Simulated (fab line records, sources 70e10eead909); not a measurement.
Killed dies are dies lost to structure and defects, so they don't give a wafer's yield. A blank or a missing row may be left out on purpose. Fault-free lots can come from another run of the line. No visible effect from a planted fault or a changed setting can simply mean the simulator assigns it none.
fab line records	flow nandHarc	part 2 of 2: steps 5 to 6 of 6
record: lots: 21	wafers: 63	lastDay: 34
route steps=1302 shown A_SLIT@942 A_WL_FILL@952 A_CONTACT@1004
lots with no fault: from the same line, run without faults
startH: hours from the record's opening day to when the first of the lot's shown wafers began	waitH: hours from the lot's prior step to this one	" unchanged from the row above	L1.1+2: a row that stands for several wafers	- no value, or no start was given	* or withheld: withheld	< > ~ a bound
route shown NAME@n: NAME is a module with steps in the file, n the number in the route of the first one	usual: mean/standard deviation taken from wafers without a fault	same: alike in all rows	chamber/n: place in a boat	sites: per-site readings	_std_site: their standard deviation	_edge_site: the outer-site mean with the inner-site mean subtracted	radiusMm: for every site, how far away it sits from the centre of the wafer	mask NAME#n: copy n	behind: the most recent tool/chamber to have shaped the wafer	hold: why the lot went on hold/how many hours it stayed there/how the hold came to an end	device: which transistor (n, p or np) failed to switch	end of line: the route-end tests of the same wafers	a step given without rows: its recipe and nothing more	killed: the dies lost at the first sort to structure and to defects; this is not the yield of the wafer	map: shows each die of a wafer: x if killed, . if not, _ if none is there
set.NAME: the setting the step ran with; set.NAME@STEP: the setting that earlier step ran with	model.NAME: the simulator's own value behind a step, which no gauge read
the route's steps for a sample of lots (tables are steps, rows are wafers)
services: the hour from which a tool's chamber was out of use, counted from the record's first day as startH (under 0 if before that day), plus the number of hours and why
== steps ==
step: NHARC_A_CONTACT_ETCH_121
recipe: sourceW: withheld	pressureMtorr: 20	biasV: 3000	timeS: 190	targetDepthA: 18500	arFlowSccm: withheld	c4f8FlowSccm: withheld	o2FlowSccm: withheld	chemistry: C4F8/O2/Ar
lot.wafer	tool	chamber	startH	waitH	rfHoursCounterH
L074.4	harCapEtch-02	0	499.44	0.1	-
L074.5	"	1	"	"	-
L074.6	"	0	"	"	-
L075.2	harCapEtch-03	1	504.83	0.1	42
L075.3	"	0	"	"	-
L075.5	"	0	"	"	-
L079.1	harCapEtch-01	1	529.91	0.1	3
L079.2	"	0	"	"	3
L079.4	"	1	"	"	-
L077.2	harCapEtch-02	0	530.47	0.1	93
L077.1	"	1	"	"	93
L077.3	"	1	"	"	-
L080.1	harCapEtch-01	0	537.41	0.1	5
L080.3	"	1	"	"	-
L080.5	"	0	"	"	-
L078.1	harCapEtch-03	0	537.49	0.1	49
L078.4	"	1	"	"	-
L078.3	"	0	"	"	-
L081.1	harCapEtch-03	1	561.75	0.1	55
L081.4	"	0	"	"	-
L081.3	"	1	"	"	-
L082.1	harCapEtch-02	0	565.71	0.1	100
L082.3	"	1	"	"	-
L082.6	"	1	"	"	-
L083.1	harCapEtch-02	0	579.97	0.2	103
L083.4	"	0	"	"	-
L083.6	"	1	"	"	-
L084.2	harCapEtch-03	0	595.57	0.1	60
L084.5	"	0	"	"	-
L084.6	"	1	"	"	-
L086.4	harCapEtch-01	0	612.54	0.1	-
L086.3	"	1	"	"	-
L086.6	"	1	"	"	-
L087.2	harCapEtch-01	1	624.45	0.1	20
L087.6	"	0	"	"	-
L087.5	"	1	"	"	-
L089.2	harCapEtch-02	0	635.88	0.1	110
L089.4	"	1	"	"	-
L089.5	"	1	"	"	-
L088.2	harCapEtch-02	0	640.11	0.1	113
L088.4	"	1	"	"	-
L088.5	"	1	"	"	-
L090.4	harCapEtch-02	0	659.57	0.2	-
L090.3	"	1	"	"	-
L090.6	"	0	"	"	-
L091.3	harCapEtch-03	1	672.70	0.1	-
L091.4	"	0	"	"	-
L091.6	"	1	"	"	-
L093.2	harCapEtch-02	0	674.30	0.1	119
L093.6	"	1	"	"	-
L093.5	"	0	"	"	-
L092.2	harCapEtch-03	1	678.38	0.1	74
L092.4	"	0	"	"	-
L092.6	"	0	"	"	-
L094.2	harCapEtch-02	0	692.78	0.2	123
L094.4	"	1	"	"	-
L094.6	"	0	"	"	-
L095.2	harCapEtch-03	0	708.34	0.1	79
L095.4	"	1	"	"	-
L095.6	"	0	"	"	-
L096.1	harCapEtch-01	1	746.07	0.1	40
L096.2	"	0	"	"	40
L096.3	"	0	"	"	-
step: NHARC_A_CONTACT_ETCH_96
recipe: targetDepthA: 200	overEtchFrac: 0.5	timeS: 10	ionEnergyEv: 250	c4f6FlowSccm: 25	o2FlowSccm: 20	arFlowSccm: 500	rfW: 600	biasW: 500	chemistry: C4F6/O2
usual: drypumpMotorCurrentA: 5.8/0.34	mfcArSccm: 500.2/1.5	oesProductAu: 0.971/0.028	rfFwdPowerW: 585.8/2.3	rfVppV: 548/3.1	showerheadPlenumPTorr: 3.97/0.15	throttleValvePct: 26.902/0.0087
lot.wafer	tool	chamber	startH	waitH	drypumpMotorCurrentA	mfcArSccm	oesProductAu	rfFwdPowerW	rfHoursCounterH	rfVppV	showerheadPlenumPTorr	throttleValvePct
L074.6	rieDiel-01	3	500.92	0.1	5.9	501.5	1.010	581.9	-	543	3.72	26.907
L074.5	"	0	"	"	5.4	499.1	1.008	586.9	-	545	3.84	26.889
L074.4	"	1	"	"	5.5	498.9	1.000	587.4	-	547	3.91	26.909
L075.3	rieDiel-08	2	-	-	5.6	496.5	0.958	584.6	21	551	4.10	26.906
L075.2	"	3	"	"	5.8	500.1	0.951	583.0	23	552	4.09	26.918
L075.5	"	3	"	"	5.8	499.8	0.950	588.5	-	551	4.09	26.909
L079.1	rieDiel-08	0	-	-	6.0	500.1	1.002	584.7	26	550	4.03	26.899
L079.2	"	1	"	"	6.1	502.0	0.989	586.9	27	543	3.78	26.905
L079.4	"	3	"	"	5.8	501.4	1.001	586.9	27	550	4.09	26.911
L077.1	rieDiel-08	2	-	-	5.6	503.4	0.963	588.0	25	550	4.10	26.891
L077.3	"	0	"	"	6.0	499.9	0.951	582.2	26	549	4.03	26.896
L077.2	"	1	"	"	6.1	500.2	0.971	584.7	27	543	3.78	26.909
L080.3	rieDiel-08	1	-	-	6.1	501.2	1.007	582.5	29	544	3.78	26.889
L080.1	"	2	"	"	5.6	499.4	1.003	586.0	27	550	4.09	26.889
L080.5	"	0	"	"	6.0	500.7	1.009	583.0	-	550	4.03	26.907
L078.4	rieDiel-08	0	-	-	6.1	500.3	0.964	584.8	28	550	4.03	26.907
L078.3	"	1	"	"	6.1	498.7	0.967	585.2	29	545	3.78	26.898
L078.1	"	2	"	"	5.7	499.1	0.957	585.9	27	550	4.09	26.895
L081.4	rieDiel-08	1	-	-	6.1	501.6	0.953	587.6	1	544	3.78	26.889
L081.1	"	2	"	"	5.6	501.8	0.950	584.3	1	550	4.09	26.904
L081.3	"	3	"	"	5.8	499.4	0.954	582.5	1	550	4.08	26.893
L082.3	rieDiel-08	2	-	-	5.6	501.0	0.999	586.4	1	550	4.09	26.911
L082.1	"	1	"	"	6.1	500.3	1.007	584.8	1	544	3.78	26.916
L082.6	"	3	"	"	5.8	500.0	1.007	584.1	-	550	4.08	26.916
L083.4	rieDiel-09	1	-	-	4.7	500.6	1.003	590.9	28	546	3.93	26.915
L083.1	"	2	"	"	6.2	501.5	0.990	582.7	26	552	4.18	26.898
L083.6	"	0	"	"	6.0	499.4	0.988	588.5	-	543	3.67	26.916
L084.2	rieDiel-08	3	-	-	5.8	500.3	0.938	587.2	7	549	4.08	26.903
L084.6	"	1	"	"	6.1	498.3	0.957	586.6	-	544	3.78	26.907
L084.5	"	2	"	"	5.6	501.8	0.932	584.0	-	550	4.09	26.910
L086.3	rieDiel-08	3	-	-	5.8	502.2	0.967	587.9	9	550	4.08	26.886
L086.4	"	1	"	"	6.1	499.6	0.953	583.2	9	544	3.77	26.907
L086.6	"	2	"	"	5.6	500.0	0.951	586.0	-	549	4.09	26.900
L087.2	rieDiel-09	1	-	-	4.7	499.8	0.957	589.0	42	546	3.92	26.889
L087.6	"	1	"	"	4.7	500.4	0.947	590.7	-	546	3.92	26.892
L087.5	"	2	"	"	6.1	500.7	0.934	584.5	-	553	4.17	26.899
L089.4	rieDiel-08	3	-	-	5.9	500.8	0.964	584.9	13	549	4.08	26.905
L089.2	"	0	"	"	6.0	498.1	0.950	582.5	14	548	4.02	26.907
L089.5	"	2	"	"	5.6	502.1	0.932	586.7	-	549	4.09	26.902
L088.4	rieDiel-08	2	-	-	5.6	498.7	0.988	583.9	14	551	4.09	26.893
L088.2	"	3	"	"	5.9	499.8	0.998	587.3	14	549	4.08	26.897
L088.5	"	2	"	"	5.7	498.2	0.987	584.1	-	552	4.08	26.892
L090.3	rieDiel-08	3	-	-	5.8	499.5	0.950	585.3	16	550	4.07	26.897
L090.4	"	1	"	"	6.1	499.5	0.941	581.4	16	544	3.77	26.897
L090.6	"	0	"	"	6.0	498.6	0.935	585.0	-	549	4.02	26.910
L091.4	rieDiel-08	3	-	-	5.8	499.2	0.936	587.1	19	550	4.07	26.899
L091.3	"	1	"	"	6.1	500.3	0.958	588.0	19	543	3.77	26.908
L091.6	"	3	"	"	5.8	499.0	0.946	583.8	-	549	4.07	26.885
L093.2	rieDiel-01	1	-	-	5.5	502.0	0.990	584.1	36	547	3.87	26.908
L093.5	"	3	"	"	5.9	499.3	1.015	583.8	-	543	3.68	26.895
L093.6	"	0	"	"	5.4	500.8	1.005	584.0	-	545	3.80	26.891
L092.4	rieDiel-08	3	-	-	5.8	502.8	0.998	588.0	20	550	4.07	26.920
L092.2	"	2	"	"	5.6	501.4	0.997	588.0	19	550	4.08	26.895
L092.6	"	3	"	"	5.8	504.1	0.985	584.3	-	549	4.07	26.903
L094.2	rieDiel-08	3	695.00	0.2	5.8	500.3	1.004	584.1	24	551	4.07	26.918
L094.4	"	2	"	"	5.6	502.6	1.010	586.6	-	550	4.08	26.896
L094.6	"	3	"	"	5.8	501.0	1.009	583.4	-	550	4.07	26.907
L095.4	rieDiel-09	2	-	-	6.2	501.0	0.924	584.6	5	551	4.16	26.900
L095.2	"	3	"	"	6.5	501.8	0.920	586.7	6	548	3.89	26.887
L095.6	"	2	"	"	6.2	499.7	0.920	587.4	-	552	4.16	26.887
L096.2	rieDiel-09	3	-	-	6.5	500.0	0.998	589.5	20	545	3.88	26.896
L096.3	"	0	"	"	6.0	500.9	1.003	591.4	13	553	4.22	26.897
L096.1	"	1	"	"	4.7	499.1	1.003	590.7	17	547	3.90	26.895
== services ==
tool	chamber	startH	hours	kind
harCapEtch-02	-	439.29	0.2	repair
rieDiel-08	3	448.96	5.9	repair
rieMetal-02	-	454.15	9.0	pm
rieDiel-03	-	458.30	9.0	pm
rieMetal-02	-	497.63	0.8	repair
rieDiel-03	3	544.36	7.6	repair
rieDiel-08	-	546.12	9.0	pm
rieDiel-03	2	551.92	4.8	repair
rieDiel-03	3	553.55	1.5	repair
rieMetal-02	1	595.64	1.3	repair
rieMetal-02	1	602.37	1.0	repair
rieDiel-03	2	603.05	5.4	repair
aldHk-04	-	610.33	10.0	pm
rieDiel-03	2	629.06	5.2	repair
rieMetal-02	-	631.15	9.0	pm
rieDiel-03	-	635.30	9.0	pm
rieMetal-02	1	647.83	12.6	repair
rieDiel-03	3	648.19	1.3	repair
rieDiel-08	2	650.03	5.1	repair
rieDiel-03	0	662.32	6.6	repair
rieDiel-03	1	686.69	2.9	repair
rieDiel-08	0	693.17	7.0	repair
rieDiel-08	-	723.12	9.0	pm
aldHk-04	-	735.64	0.5	repair
